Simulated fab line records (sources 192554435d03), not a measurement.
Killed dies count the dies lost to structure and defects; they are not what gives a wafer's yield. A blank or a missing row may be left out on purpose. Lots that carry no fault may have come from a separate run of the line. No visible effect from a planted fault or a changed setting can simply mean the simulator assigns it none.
Struck lot and sound lot, side by side | flow n5Finfet | 16 out of 1938 route steps
Sound: the wafers L472.1, L472.3, L472.5. Wafers struck: L483.2, L483.3. The cause is given at the end.
At each step with rows: each side's tool, then ch and its chambers, then its first start. Under that, the readings that differ: sound wafers | struck wafers | difference of the means | sigmas: that difference in standard deviations of wafers without a fault.
alike: words and numbers the same on both sides, and readings whose means are apart by under 2 such deviations; not compared: readings that were withheld, readings missing a value for some wafer, numbers with overlapping values and no deviation given by the record, and bounds like >300 which may hide the same value.
Wherever a step has rows on one side only, a row that says differs or no value, or a row with sigmas, the two part there. When numbers do not overlap yet have no deviation, they are printed without sigmas and do not part them. A reading that every wafer of one side lacks parts them only if that side has two wafers or more.

first, 5 steps without rows for these wafers: N5_BEOL_M0_SAQP_EBR_10; N5_BEOL_M0_SAQP_SOFTBAKE_09 (time 60 s); N5_BEOL_M0_SAQP_EXPOSE_11 (exposes mask M0 CORE, target cd 42 nm); N5_BEOL_M0_SAQP_PEB_12 (peb time 60 s); N5_BEOL_M0_SAQP_DEVELOP_13 (develop time 30 s).
N5_BEOL_M0_SAQP_CD_MEAS_14 targets a cd of 42.5 nm.
  sound on cdSem-03 ch 0, day 7 10:30; struck on cdSem-03 ch 0, day 9 22:49
  alike: cdNm
N5_BEOL_M0_SAQP_OVL_MEAS_15:
  sound on overlay-02 ch 0, day 7 10:32; struck on overlay-02 ch 0, day 9 22:51
  alike: M0_CORE_OVL
N5_BEOL_M0_SAQP_INSPECT_16: inspects for defects (brightfield).
  sound on defectInspect-01 at day 7 10:34; struck on defectInspect-01 at day 9 22:53
  alike: rawDefectCount
N5_BEOL_M0_SAQP_DESCUM_19: chemistry O2, time 7.9 s.
  sound on rieDiel-04 ch 0,2,3, day 7 10:35; struck on rieDiel-04 ch 1,2, day 9 22:55
  alike: drypumpMotorCurrentA, oesProductAu, rfFwdPowerW, rfVppV, showerheadPlenumPTorr, throttleValvePct
  not compared: rfHoursCounterH
N5_BEOL_M0_SAQP_ETCH_83: etches SiARC in CF4, target depth 39 nm, time 65 s.
  sound on rieDiel-04 ch 0,2,3, day 7 10:38; struck on rieDiel-04 ch 1,2, day 9 22:57
  alike: biasW, drypumpMotorCurrentA, etchRfOnTimeS, oesProductAu, rfFwdPowerW, rfVppV, showerheadPlenumPTorr, throttleValvePct
  not compared: rfHoursCounterH
N5_BEOL_M0_SAQP_ETCH_84: etches SOC in N2/H2, target depth 100 nm, overetch 20 nm, time 150 s.
  sound on rieDiel-04 ch 0,2,3, day 7 10:41; struck on rieDiel-04 ch 1,2, day 9 23:00
  alike: biasW, drypumpMotorCurrentA, n2FlowSccm, oesProductAu, rfFwdPowerW, rfVppV, showerheadPlenumPTorr, throttleValvePct
  not compared: rfHoursCounterH
then, 1 step without rows for these wafers: N5_BEOL_M0_SAQP_STRIP_80 (strips in N2/H2).
N5_BEOL_M0_SAQP_HM_OPEN_112: chemistry CHF3/O2, target SiO2, stops on a-Si, target depth 12 nm, time 13.5 s.
  sound on rieDiel-04 ch 0,2,3, day 7 10:47; struck on rieDiel-04 ch 1,2, day 9 23:06
reading                                        | sound       | struck | difference | sigmas
model.SiARC_of_BEOL_M0_SAQP_COAT_82.thkNm (nm) | 7.2 5.2 4.4 | 10 8.6 | +4         | 
  alike: biasW, drypumpMotorCurrentA, oesProductAu, rfFwdPowerW, rfVppV, showerheadPlenumPTorr, throttleValvePct
  not compared: rfHoursCounterH
then, 1 step without rows for these wafers: N5_BEOL_M0_SAQP_STRIP_113 (strips in CHF3/O2).
-- record jumps: 3 days separate the struck wafers' starts on either side; left off in module BEOL_M0_SAQP, taken up again in module BEOL_M4, whose first shown step is the route's number 1111 --
N5_BEOL_M4_RC_MEAS_101:
  sound on prober-01 ch 0, day 9 14:29; struck on prober-01 ch 0, day 13 04:15
  alike: DIBL_N, DIBL_P, IOFF_N, IOFF_P, ION_N, ION_P, SS_N, SS_P, VT_N, VT_P
-- the record jumps here: 4 days lie between the struck wafers' starts before and after (it left off in module BEOL_M4 and takes up again in module PASSIVATION, whose first step shown is number 1936 of the route) --
N5_PASSIVATION_PROBE_49:
  the record has rows for the struck wafers here (prober-02, day 17 07:28) and none for the sound ones

WHERE THEY PART
Within this record, at N5_PASSIVATION_PROBE_49 only.

WHY: the cause the simulator had injected
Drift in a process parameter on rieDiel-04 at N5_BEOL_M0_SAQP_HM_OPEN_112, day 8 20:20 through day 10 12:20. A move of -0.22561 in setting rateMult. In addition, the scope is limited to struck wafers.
